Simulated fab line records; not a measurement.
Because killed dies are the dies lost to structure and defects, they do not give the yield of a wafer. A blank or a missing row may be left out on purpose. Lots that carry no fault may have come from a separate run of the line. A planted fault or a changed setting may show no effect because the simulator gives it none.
fab line records    flow n5-finfet
record lots=7  wafers=21
route steps=1938 shown ZERO_LAYER@4 WELL_APT@39 FIN_SAQP@130 DUMMY_GATE@223 SDB@349 HKMG_FIN@390
start-h: hours from the record's first day to the start of the lot's first wafer shown    wait-h: hours from the lot's prior step to this one    " the same as in the row above    L1.1+2: one row covering several wafers at once    - no value, or no start was given    * or withheld: withheld    < > ~ a bound
route shown NAME@n: a module of which the file shows steps, and the number in the route of the first    usual: mean/standard deviation of fault-free wafers    same: alike in all rows    chamber/n: place in a boat    sites: each site's reading    _std_site: how widely they spread, as a standard deviation    _edge_site: outer sites' mean less inner sites'    radius-mm: how far each site lies from the wafer's centre    mask NAME#n: copy n    behind: the last tool/chamber to shape the wafer    hold: reason for holding the lot/hours on hold/outcome of the hold    device: names the non-switching transistor (n, p or np)    end of line: at the end of the route, the tests of the same wafers    where a step has no rows: the recipe by itself    killed: not the wafer's yield, but the dies lost to structure and defects at the first sort    map: a wafer's dies, x killed, . not, _ none there
set.NAME: the setting the step ran with; set.NAME@STEP: the setting that earlier step ran with    model.NAME: the simulator's own value behind a step, which no gauge read
lots whose settings were changed on purpose; a table a step, a row a wafer
## steps
# step N5_ZERO_LAYER_PECVD_02
# recipe material=SiO2  target-thk-a=100  temp-c=400  precursor=SiH4/N2O  pressure-torr=0.75  rf-w=275  time-s=6
lot.wafer  tool      chamber  start-h  wait-h  set.time-s  model.SiO2_of_ZERO_LAYER_PECVD_02.thk-nm
L077.3     pecvd-04  1        30.28    0.0     6           10.03
L077.5     "         1        "        "       6           10.13
L077.6     "         2        "        "       6           10.07
L079.1     pecvd-04  1        42.28    0.0     6           9.777
L079.3     "         2        "        "       6           9.906
L079.4     "         1        "        "       6           9.904
L080.2     pecvd-02  2        48.28    0.0     5.722       9.238
L080.5     "         2        "        "       5.722       9.477
L080.6     "         1        "        "       6           10.04
L081.1     pecvd-01  2        54.28    0.0     6           9.929
L081.5     "         0        "        "       6.249       10.31
L081.6     "         2        "        "       6.249       10.4
L085.1     pecvd-02  2        78.28    0.0     6           9.731
L085.2     "         1        "        "       6           9.896
L085.5     "         0        "        "       6.661       11.24
L086.1     pecvd-02  0        84.28    0.0     6.883       11.48
L086.5     "         0        "        "       6.883       11.4
L086.6     "         2        "        "       6           9.761
L088.1     pecvd-04  0        96.28    0.0     6           9.875
L088.2     "         1        "        "       6.573       10.8
L088.5     "         0        "        "       6.573       10.94
# step N5_ZERO_LAYER_COAT_05
# recipe spin-rpm=1500  resist-thk-nm=1000
lot.wafer  tool            chamber  start-h  wait-h  set.spin-rpm  model.coat_of_ZERO_LAYER_COAT_05.thk-nm
L077.3     litho-track-05  0        -        -       1500          998.4
L077.5     "               0        "        "       1500          1001
L077.6     "               0        "        "       1610          965.2
L079.1+4   litho-track-05  0        -        -       1500          1002
L079.3     "               0        "        "       1500          1005
L080.2     litho-track-01  0        -        -       1396          1037
L080.5     "               0        "        "       1396          1038
L080.6     "               0        "        "       1500          1004
L081.1     litho-track-01  0        -        -       1500          994.1
L081.5     "               0        "        "       1500          995.3
L081.6     "               0        "        "       1500          995.8
L085.1+5   litho-track-05  0        -        -       1500          1005
L085.2     "               0        "        "       1632          962.1
L086.1     litho-track-02  0        -        -       1500          1000
L086.5     "               0        "        "       1500          999.8
L086.6     "               0        "        "       1500          1003
L088.1     litho-track-01  0        -        -       1659          951.8
L088.2     "               0        "        "       1500          1001
L088.5     "               0        "        "       1659          950.2
# step N5_ZERO_LAYER_EBR_07
# recipe solvent=PGMEA  ebr-width-mm=1.5
# step N5_ZERO_LAYER_SOFTBAKE_06
# recipe temp-c=100  time-s=90
# step N5_ZERO_LAYER_DESCUM_16
# recipe chemistry=O2  time-s=7.9  source-power-w=50  bias-power-w=20  pressure-mtorr=20  rf-frequency-hz=2.712e+07  temp-c=40  o2-flow-sccm=225
# step N5_ZERO_LAYER_ETCH_17
# recipe chemistry=CF4  target=SiO2  target-depth-a=120  time-s=13.3  ion-energy-ev=350  pressure-mtorr=40  source-w=450  bias-w=215  Ar_flow_sccm=100  cf4-flow-sccm=100
# step N5_ZERO_LAYER_ETCH_18
# recipe chemistry=HBr/Cl2  target=Si  target-depth-a=1200  time-s=40  pressure-mtorr=10  icp-w=800  bias-w=75  HBr_flow_sccm=150  Cl2_flow_sccm=80
lot.wafer  tool       chamber  start-h  wait-h  set.spin-rpm@ZERO_LAYER_COAT_05  model.coat_of_ZERO_LAYER_COAT_05.thk-nm
L077.3     rie-si-03  2        30.79    0.0     1500                             929.5
L077.5     "          3        "        "       1500                             932.3
L077.6     "          2        "        "       1610                             897.1
L079.1     rie-si-02  3        42.94    0.0     1500                             931
L079.3     "          2        "        "       1500                             935.3
L079.4     "          0        "        "       1500                             931.1
L080.2     rie-si-03  2        49.36    0.0     1396                             968.9
L080.5     "          3        "        "       1396                             970
L080.6     "          2        "        "       1500                             935
L081.1     rie-si-03  0        55.24    0.0     1500                             926.3
L081.5     "          0        "        "       1500                             926.7
L081.6     "          1        "        "       1500                             928.3
L085.1     rie-si-03  3        78.92    0.0     1500                             936.3
L085.2     "          1        "        "       1632                             894.7
L085.5     "          1        "        "       1500                             937.5
L086.1     rie-si-02  1        84.91    0.0     1500                             930.9
L086.5     "          2        "        "       1500                             928.9
L086.6     "          1        "        "       1500                             933.9
L088.1     rie-si-01  0        96.94    0.0     1659                             884.8
L088.2     "          1        "        "       1500                             932.2
L088.5     "          3        "        "       1659                             881.3
# step N5_ZERO_LAYER_STRIP_24
# recipe chemistry=O2  power-w=1000  temp-c=250  overash-fraction=0.3  pressure-mtorr=1000  o2-flow-sccm=6750
# usual strip-time-to-endpoint-s=43.88/0.092
lot.wafer  tool             chamber  start-h  wait-h  set.spin-rpm@ZERO_LAYER_COAT_05  strip-time-to-endpoint-s
L077.3     plasma-asher-02  0        30.91    0.1     1500                             43.81
L077.5     "                1        "        "       1500                             43.91
L077.6     "                0        "        "       1610                             42.83
L079.1     plasma-asher-02  1        43.04    0.1     1500                             43.86
L079.3     "                0        "        "       1500                             44.00
L079.4     "                1        "        "       1500                             43.87
L080.2     plasma-asher-02  1        49.47    0.1     1396                             44.99
L080.5     "                1        "        "       1396                             45.04
L080.6     "                0        "        "       1500                             43.99
L081.1     plasma-asher-02  1        55.34    0.1     1500                             43.73
L081.5     "                1        "        "       1500                             43.73
L081.6     "                0        "        "       1500                             43.80
L085.1     plasma-asher-01  1        79.04    0.1     1500                             44.03
L085.2     "                0        "        "       1632                             42.75
L085.5     "                0        "        "       1500                             44.06
L086.1     plasma-asher-02  0        85.01    0.1     1500                             43.86
L086.5     "                1        "        "       1500                             43.81
L086.6     "                0        "        "       1500                             43.95
L088.1     plasma-asher-02  0        97.14    0.2     1659                             42.47
L088.2     "                1        "        "       1500                             43.89
L088.5     "                0        "        "       1659                             42.39
# step N5_WELL_APT_EXPOSE_22
# recipe mask-id=PWELL  na=0.8  source-shape=conventional  sigma-outer=0.8  polarization=unpolarized  defocus-nm=0  target-cd-nm=200  dose-mj=23.2
lot.wafer   tool            chamber  start-h  wait-h  mask     set.dose-mj
L077.3+6    krf-scanner-02  0        32.77    -       PWELL#0  23.2
L077.5      "               0        "        "       PWELL#0  23.75
L079.1+3+4  krf-scanner-02  0        44.66    -       PWELL#0  23.2
L080.2+5+6  krf-scanner-01  0        51.33    -       PWELL#0  23.2
L081.1      krf-scanner-02  0        57.11    -       PWELL#0  23.2
L081.5+6    "               0        "        "       PWELL#0  24.94
L085.1+2+5  krf-scanner-02  0        80.80    -       PWELL#0  23.2
L086.1+5    krf-scanner-02  0        87.02    -       PWELL#0  23.2
L086.6      "               0        "        "       PWELL#0  24.72
L088.1+5    krf-scanner-01  0        99.09    -       PWELL#0  24.44
L088.2      "               0        "        "       PWELL#0  23.2
# step N5_WELL_APT_PEB_23
# recipe peb-temp-c=130  peb-time-s=90
lot.wafer   tool            chamber  start-h  wait-h  set.peb-time-s
L077.3      litho-track-05  0        32.81    0.0     90
L077.5+6    "               0        "        "       109.8
L079.1+3+4  litho-track-04  0        44.71    0.1     90
L080.2+5+6  litho-track-05  0        51.39    0.0     90
L081.1+5+6  litho-track-03  0        57.17    0.1     90
L085.1      litho-track-05  0        80.86    0.1     74.45
L085.2+5    "               0        "        "       90
L086.1+5    litho-track-04  0        87.08    0.1     79.09
L086.6      "               0        "        "       90
L088.1+2+5  litho-track-04  0        99.15    0.1     90
# step N5_WELL_APT_DEVELOP_24
# recipe develop-time-s=45  rinse-liquid=surfactant-rinse  dry=air-spin  dev-temp-c=21
# step N5_WELL_APT_HARDBAKE_29
# recipe temp-c=130  time-s=120
# step N5_WELL_APT_CD_MEAS_25
# recipe target-cd-nm=200  landing-energy-ev=500  detector=se-inlens
# usual cd-nm=199.9/2.3
lot.wafer  tool       chamber  start-h  wait-h  set.dose-mj@WELL_APT_EXPOSE_22  cd-nm
L077.3     cd-sem-03  0        32.93    -       23.2                            198.8
L077.5     "          0        "        "       23.75                           211.6
L077.6     "          0        "        "       23.2                            206.4
L079.1     cd-sem-03  0        44.83    -       23.2                            197.8
L079.3     "          0        "        "       23.2                            201.3
L079.4     "          0        "        "       23.2                            198.5
L080.2     cd-sem-02  0        51.50    -       23.2                            199.9
L080.5     "          0        "        "       23.2                            204.2
L080.6     "          0        "        "       23.2                            201.8
L081.1     cd-sem-02  0        57.28    -       23.2                            198.7
L081.5     "          0        "        "       24.94                           212.8
L081.6     "          0        "        "       24.94                           216.3
L085.1     cd-sem-03  0        80.97    -       23.2                            190.0
L085.2     "          0        "        "       23.2                            201.3
L085.5     "          0        "        "       23.2                            200.9
L086.1     cd-sem-03  0        87.19    -       23.2                            190.2
L086.5     "          0        "        "       23.2                            195.4
L086.6     "          0        "        "       24.72                           214.2
L088.1     cd-sem-02  0        99.26    -       24.44                           206.3
L088.2     "          0        "        "       23.2                            195.3
L088.5     "          0        "        "       24.44                           205.7
# step N5_WELL_APT_DESCUM_30
# recipe chemistry=O2  time-s=7.9  source-power-w=50  bias-power-w=20  pressure-mtorr=20  rf-frequency-hz=2.712e+07  temp-c=40  o2-flow-sccm=225
lot.wafer  tool         chamber  start-h  wait-h  set.dose-mj@WELL_APT_EXPOSE_22  model.WELL_APT.cd-nm
L077.3     rie-diel-06  0        33.02    0.0     23.2                            198.8
L077.5     "            0        "        "       23.75                           211.7
L077.6     "            1        "        "       23.2                            206.2
L079.1     rie-diel-06  2        44.95    0.1     23.2                            197.9
L079.3     "            3        "        "       23.2                            201.6
L079.4     "            0        "        "       23.2                            198.5
L080.2     rie-diel-04  1        51.59    0.0     23.2                            200
L080.5     "            1        "        "       23.2                            204.6
L080.6     "            2        "        "       23.2                            201.3
L081.1     rie-diel-04  3        57.43    0.1     23.2                            198.7
L081.5     "            1        "        "       24.94                           212.6
L081.6     "            2        "        "       24.94                           216
L085.1     rie-diel-04  2        81.08    0.0     23.2                            190
L085.2     "            1        "        "       23.2                            201.3
L085.5     "            1        "        "       23.2                            200.8
L086.1     rie-diel-02  0        87.28    0.0     23.2                            189.9
L086.5     "            0        "        "       23.2                            195.5
L086.6     "            1        "        "       24.72                           214.2
L088.1     rie-diel-02  3        99.35    0.0     24.44                           206.8
L088.2     "            0        "        "       23.2                            195.3
L088.5     "            1        "        "       24.44                           205.6
# step N5_FIN_SAQP_ETCH_65
# recipe chemistry=CF4  target=SiO2  target-depth-a=40  ion-energy-ev=350  time-s=4.4  pressure-mtorr=10  icp-w=800  bias-w=400  cf4-flow-sccm=80
lot.wafer  tool       chamber  start-h  wait-h  set.time-s  model.etch.depth-nm
L077.3     rie-si-03  1        44.40    0.1     4.4         3.736
L077.5     "          1        "        "       3.959       3.364
L077.6     "          2        "        "       3.959       3.569
L079.1     rie-si-02  1        54.25    0.1     4.4         3.787
L079.3     "          2        "        "       4.4         4.043
L079.4     "          0        "        "       4.4         4.14
L080.2     rie-si-01  1        61.35    0.1     4.4         3.902
L080.5     "          3        "        "       4.972       4.5
L080.6     "          0        "        "       4.4         3.764
L081.1     rie-si-03  1        66.88    0.1     4.4         3.693
L081.5     "          0        "        "       4.4         3.806
L081.6     "          1        "        "       4.4         3.717
L085.1     rie-si-01  1        91.14    0.1     3.596       3.254
L085.2     "          0        "        "       4.4         3.794
L085.5     "          1        "        "       3.596       3.259
L086.1     rie-si-03  2        97.40    0.1     4.4         3.971
L086.5     "          2        "        "       4.4         3.962
L086.6     "          0        "        "       4.4         3.843
L088.1     rie-si-01  2        108.35   0.1     4.4         3.882
L088.2     "          1        "        "       4.871       4.335
L088.5     "          1        "        "       4.871       4.371
# step N5_DUMMY_GATE_COAT_35
# recipe resist=SiARC  temp-c=220  time-s=60  spin-rpm=1500  resist-thk-nm=10
lot.wafer   tool            chamber  start-h  wait-h  set.spin-rpm  model.SiARC_of_DUMMY_GATE_COAT_35.thk-nm
L077.3+5+6  litho-track-02  0        -        -       1500          10
L079.1+3+4  litho-track-01  0        -        -       1500          10
L080.2+5+6  litho-track-05  0        -        -       1569          9.8
L081.1+6    litho-track-02  0        -        -       1500          10
L081.5      "               0        "        "       1582          9.8
L085.1+2+5  litho-track-01  0        -        -       1500          10
L086.1+5    litho-track-02  0        -        -       1500          10
L086.6      "               0        "        "       1633          9.6
L088.1+2    litho-track-05  0        -        -       1612          9.6
L088.5      "               0        "        "       1500          10
# step N5_DUMMY_GATE_EXPOSE_12
# recipe mask-id=GATE  na=0.33  source-shape=annular  sigma-inner=0.2  sigma-outer=0.6  polarization=unpolarized  target-cd-nm=25  dose-mj=34
lot.wafer   tool            chamber  start-h  wait-h  mask    set.dose-mj
L077.3+5+6  euv-scanner-01  0        70.93    -       GATE#0  34
L079.1+3+4  euv-scanner-02  0        77.84    -       GATE#0  34
L080.2+5    euv-scanner-02  0        82.62    -       GATE#0  34
L080.6      "               0        "        "       GATE#0  36.26
L081.1      euv-scanner-01  0        88.43    -       GATE#0  31.7
L081.5+6    "               0        "        "       GATE#0  34
L085.1      euv-scanner-01  0        114.60   -       GATE#0  35.18
L085.2+5    "               0        "        "       GATE#0  34
L086.1+5+6  euv-scanner-02  0        119.99   -       GATE#0  34
L088.1+5    euv-scanner-02  0        131.05   -       GATE#0  34
L088.2      "               0        "        "       GATE#0  36.37
# step N5_DUMMY_GATE_PEB_13
# recipe peb-temp-c=100  peb-time-s=60  resist=CAR-EUV
# step N5_DUMMY_GATE_DEVELOP_14
# recipe develop-time-s=30  developer=TMAH  resist=CAR-EUV  rinse-liquid=surfactant-rinse  dry=air-spin  dev-temp-c=23
# step N5_DUMMY_GATE_CD_MEAS_15
# recipe target-cd-nm=25.8  landing-energy-ev=500  detector=se-inlens
# usual cd-nm=24.90/0.24
lot.wafer  tool       chamber  start-h  wait-h  set.dose-mj@DUMMY_GATE_EXPOSE_12  cd-nm
L077.3     cd-sem-02  0        71.05    -       34                                24.83
L077.5     "          0        "        "       34                                24.76
L077.6     "          0        "        "       34                                25.17
L079.1     cd-sem-03  0        77.97    -       34                                25.00
L079.3     "          0        "        "       34                                25.04
L079.4     "          0        "        "       34                                25.02
L080.2     cd-sem-03  0        82.74    -       34                                25.07
L080.5     "          0        "        "       34                                25.12
L080.6     "          0        "        "       36.26                             23.59
L081.1     cd-sem-01  0        88.56    -       31.7                              26.08
L081.5     "          0        "        "       34                                25.08
L081.6     "          0        "        "       34                                24.84
L085.1     cd-sem-01  0        114.72   -       35.18                             24.23
L085.2     "          0        "        "       34                                24.72
L085.5     "          0        "        "       34                                24.79
L086.1     cd-sem-02  0        120.12   -       34                                25.18
L086.5     "          0        "        "       34                                24.65
L086.6     "          0        "        "       34                                25.00
L088.1     cd-sem-02  0        131.17   -       34                                24.93
L088.2     "          0        "        "       36.37                             23.69
L088.5     "          0        "        "       34                                24.86
# step N5_SDB_COAT_04
# recipe resist=SiARC  temp-c=220  time-s=60  spin-rpm=1500  resist-thk-nm=18
lot.wafer   tool            chamber  start-h  wait-h  set.spin-rpm  model.SiARC_of_SDB_COAT_04.thk-nm
L077.3+6    litho-track-01  0        -        -       1500          18
L077.5      "               0        "        "       1500          18.2
L079.1+3+4  litho-track-01  0        -        -       1500          18
L080.2+5    litho-track-01  0        -        -       1437          18.4
L080.6      "               0        "        "       1500          18
L081.1      litho-track-05  0        -        -       1623          17.2
L081.5+6    "               0        "        "       1500          18
L085.1+5    litho-track-05  0        -        -       1602          17.4
L085.2      "               0        "        "       1500          18
L086.1+5    litho-track-05  0        -        -       1391          18.8
L086.6      "               0        "        "       1500          18
L088.1+5    litho-track-01  0        -        -       1500          18
L088.2      "               0        "        "       1348          19
# step N5_SDB_EXPOSE_08
# recipe mask-id=SDB  na=1.35  source-shape=conventional  sigma-outer=0.5  polarization=unpolarized  dose-mj=49.6
lot.wafer   tool             chamber  start-h  wait-h  mask   set.dose-mj
L077.3+6    arfi-scanner-02  0        90.58    -       SDB#0  49.6
L077.5      "                0        "        "       SDB#0  46.03
L079.1+3+4  arfi-scanner-03  0        99.70    -       SDB#0  49.6
L080.2+6    arfi-scanner-03  0        102.29   -       SDB#0  49.6
L080.5      "                0        "        "       SDB#0  52.88
L081.1+5+6  arfi-scanner-03  0        109.11   -       SDB#0  49.6
L085.1+5    arfi-scanner-02  0        134.29   -       SDB#0  49.6
L085.2      "                0        "        "       SDB#0  53.3
L086.1+6    arfi-scanner-01  0        141.55   -       SDB#0  49.6
L086.5      "                0        "        "       SDB#0  47.51
L088.1+2+5  arfi-scanner-01  0        150.28   -       SDB#0  49.6
# step N5_SDB_PEB_09
# recipe peb-temp-c=withheld  peb-time-s=60  resist=CAR-ArF
# step N5_SDB_DEVELOP_10
# recipe develop-time-s=30  developer=TMAH  resist=CAR-ArF  rinse-liquid=diw  dry=air-spin  dev-temp-c=23
# step N5_SDB_CD_MEAS_11
# recipe target-cd-nm=50  landing-energy-ev=500  detector=se-inlens  polarity=opening
# usual cd-nm=50.4/1.4
lot.wafer  tool       chamber  start-h  wait-h  set.dose-mj@SDB_EXPOSE_08  cd-nm
L077.3     cd-sem-03  0        90.70    -       49.6                       48.8
L077.5     "          0        "        "       46.03                      42.3
L077.6     "          0        "        "       49.6                       47.6
L079.1     cd-sem-03  0        99.82    -       49.6                       48.3
L079.3     "          0        "        "       49.6                       50.5
L079.4     "          0        "        "       49.6                       50.2
L080.2     cd-sem-03  0        102.41   -       49.6                       48.8
L080.5     "          0        "        "       52.88                      58.7
L080.6     "          0        "        "       49.6                       50.8
L081.1     cd-sem-02  0        109.23   -       49.6                       51.2
L081.5     "          0        "        "       49.6                       52.3
L081.6     "          0        "        "       49.6                       53.0
L085.1     cd-sem-02  0        134.42   -       49.6                       47.9
L085.2     "          0        "        "       53.3                       58.1
L085.5     "          0        "        "       49.6                       50.5
L086.1     cd-sem-02  0        141.67   -       49.6                       51.6
L086.5     "          0        "        "       47.51                      46.7
L086.6     "          0        "        "       49.6                       51.8
L088.1     cd-sem-03  0        150.41   -       49.6                       48.9
L088.2     "          0        "        "       49.6                       51.3
L088.5     "          0        "        "       49.6                       51.0
# step N5_SDB_DESCUM_16
# recipe chemistry=O2  time-s=7.9  source-power-w=50  bias-power-w=20  pressure-mtorr=20  rf-frequency-hz=2.712e+07  temp-c=40  resist=CAR-ArF  o2-flow-sccm=225
# step N5_SDB_ETCH_17
# recipe chemistry=CF4  target=SiARC  target-depth-a=234  mask-material=CAR-ArF  time-s=39  ion-energy-ev=80  pressure-mtorr=40  source-w=545  bias-w=36  Ar_flow_sccm=100  cf4-flow-sccm=100  ends=cleared
lot.wafer  tool         chamber  start-h  wait-h  set.spin-rpm@SDB_COAT_04  model.etch.depth-nm
L077.3     rie-diel-06  2        90.82    0.0     1500                      18.09
L077.5     "            2        "        "       1500                      18.11
L077.6     "            0        "        "       1500                      18.07
L079.1+3   rie-diel-02  0,3      99.95    0.0     1500                      18.02
L079.4     "            0        "        "       1500                      18.05
L080.2     rie-diel-02  3        102.77   0.0     1437                      18.39
L080.5     "            3        "        "       1437                      18.42
L080.6     "            2        "        "       1500                      18.01
L081.1     rie-diel-02  3        109.36   0.0     1623                      17.23
L081.5     "            3        "        "       1500                      17.94
L081.6     "            2        "        "       1500                      17.91
L085.1     rie-diel-02  0        134.80   0.0     1602                      17.41
L085.2     "            3        "        "       1500                      18.01
L085.5     "            0        "        "       1602                      17.45
L086.1     rie-diel-06  1        141.80   0.0     1391                      18.76
L086.5     "            2        "        "       1391                      18.73
L086.6     "            1        "        "       1500                      18.09
L088.1     rie-diel-06  2        150.80   0.0     1500                      18
L088.2     "            0        "        "       1348                      19.01
L088.5     "            0        "        "       1500                      18.01
# step N5_SDB_ETCH_18
# recipe chemistry=N2/H2  target=SOC  target-depth-a=1000  overetch-a=200  mask-material=SiARC  temp-c=40  time-s=150  ion-energy-ev=200  pressure-mtorr=30  source-w=840  bias-w=150  n2-flow-sccm=200  h2-flow-sccm=200
lot.wafer   tool         chamber  start-h  wait-h  set.spin-rpm@SDB_COAT_04  model.SiARC_of_SDB_COAT_04.thk-nm
L077.3+5    rie-diel-06  2        90.85    0.0     1500                      13
L077.6      "            0        "        "       1500                      12.8
L079.1+3+4  rie-diel-02  0,3,0    99.98    0.0     1500                      13
L080.2      rie-diel-02  3        102.80   0.0     1437                      13.4
L080.5      "            3        "        "       1437                      13.2
L080.6      "            2        "        "       1500                      12.8
L081.1      rie-diel-02  3        109.39   0.0     1623                      12.2
L081.5      "            3        "        "       1500                      12.8
L081.6      "            2        "        "       1500                      12.6
L085.1+5    rie-diel-02  0        134.84   0.0     1602                      12.4
L085.2      "            3        "        "       1500                      13
L086.1      rie-diel-06  1        141.83   0.0     1391                      13.8
L086.5      "            2        "        "       1391                      13.6
L086.6      "            1        "        "       1500                      13.2
L088.1+5    rie-diel-06  2,0      150.83   0.0     1500                      12.8
L088.2      "            0        "        "       1348                      13.8
# step N5_HKMG_FIN_COAT_41
# recipe resist=SOC  temp-c=250  time-s=60  spin-rpm=1500  resist-thk-nm=300
lot.wafer  tool            chamber  start-h  wait-h  set.spin-rpm  model.SOC_of_HKMG_FIN_COAT_41.thk-nm
L077.3     litho-track-02  0        95.83    -       1665          285.8
L077.5     "               0        "        "       1665          286.2
L077.6     "               0        "        "       1665          285.4
L079.1     litho-track-03  0        104.93   -       1500          300.2
L079.3     "               0        "        "       1500          302
L079.4     "               0        "        "       1500          300.6
L080.2+6   litho-track-03  0        108.05   -       1500          301.4
L080.5     "               0        "        "       1592          292.6
L081.1     litho-track-02  0        114.54   -       1549          294.4
L081.5     "               0        "        "       1500          300.4
L081.6     "               0        "        "       1549          295.4
L085.1     litho-track-04  0        140.33   -       1417          309.4
L085.2     "               0        "        "       1500          301
L085.5     "               0        "        "       1500          300.8
L086.1     litho-track-02  0        146.97   -       1620          288.6
L086.5     "               0        "        "       1500          300
L086.6     "               0        "        "       1500          301.2
L088.1     litho-track-04  0        156.49   -       1430          308.6
L088.2     "               0        "        "       1500          301
L088.5     "               0        "        "       1430          308.2
## key
split step=N5_ZERO_LAYER_PECVD_02  setting=time-s  stated=6  by=wafer
response step=N5_ZERO_LAYER_PECVD_02  reading=model.SiO2_of_ZERO_LAYER_PECVD_02.thk-nm  change=+0.117  per=1%  r=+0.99
split step=N5_ZERO_LAYER_COAT_05  setting=spin-rpm  stated=1500  by=wafer
response step=N5_ZERO_LAYER_COAT_05  reading=model.coat_of_ZERO_LAYER_COAT_05.thk-nm  change=-4.81  per=1%  r=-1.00
response step=N5_ZERO_LAYER_ETCH_18  reading=model.coat_of_ZERO_LAYER_COAT_05.thk-nm  change=-4.73  per=1%  r=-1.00
response step=N5_ZERO_LAYER_STRIP_24  reading=strip-time-to-endpoint-s  change=*  per=1%  r=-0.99
split step=N5_WELL_APT_EXPOSE_22  setting=dose-mj  stated=23.2  by=wafer
response step=N5_WELL_APT_CD_MEAS_25  reading=cd-nm  change=+2.53  per=1%  r=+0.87
response step=N5_WELL_APT_DESCUM_30  reading=model.WELL_APT.cd-nm  change=+2.54  per=1%  r=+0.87
split step=N5_WELL_APT_PEB_23  setting=peb-time-s  stated=90  by=wafer
response none clear
split step=N5_FIN_SAQP_ETCH_65  setting=time-s  stated=4.4  by=wafer
response step=N5_FIN_SAQP_ETCH_65  reading=model.etch.depth-nm  change=+0.0366  per=1%  r=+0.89
split step=N5_DUMMY_GATE_COAT_35  setting=spin-rpm  stated=1500  by=wafer
response step=N5_DUMMY_GATE_COAT_35  reading=model.SiARC_of_DUMMY_GATE_COAT_35.thk-nm  change=-0.0464  per=1%  r=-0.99
split step=N5_DUMMY_GATE_EXPOSE_12  setting=dose-mj  stated=34  by=wafer
response step=N5_DUMMY_GATE_CD_MEAS_15  reading=cd-nm  change=-0.184  per=1%  r=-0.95
split step=N5_SDB_COAT_04  setting=spin-rpm  stated=1500  by=wafer
response step=N5_SDB_COAT_04  reading=model.SiARC_of_SDB_COAT_04.thk-nm  change=-0.0986  per=1%  r=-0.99
response step=N5_SDB_ETCH_17  reading=model.etch.depth-nm  change=-0.092  per=1%  r=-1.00
response step=N5_SDB_ETCH_18  reading=model.SiARC_of_SDB_COAT_04.thk-nm  change=-0.0839  per=1%  r=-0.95
split step=N5_SDB_EXPOSE_08  setting=dose-mj  stated=49.6  by=wafer
response step=N5_SDB_CD_MEAS_11  reading=cd-nm  change=+1.12  per=1%  r=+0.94
split step=N5_HKMG_FIN_COAT_41  setting=spin-rpm  stated=1500  by=wafer
response step=N5_HKMG_FIN_COAT_41  reading=model.SOC_of_HKMG_FIN_COAT_41.thk-nm  change=-1.52  per=1%  r=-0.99
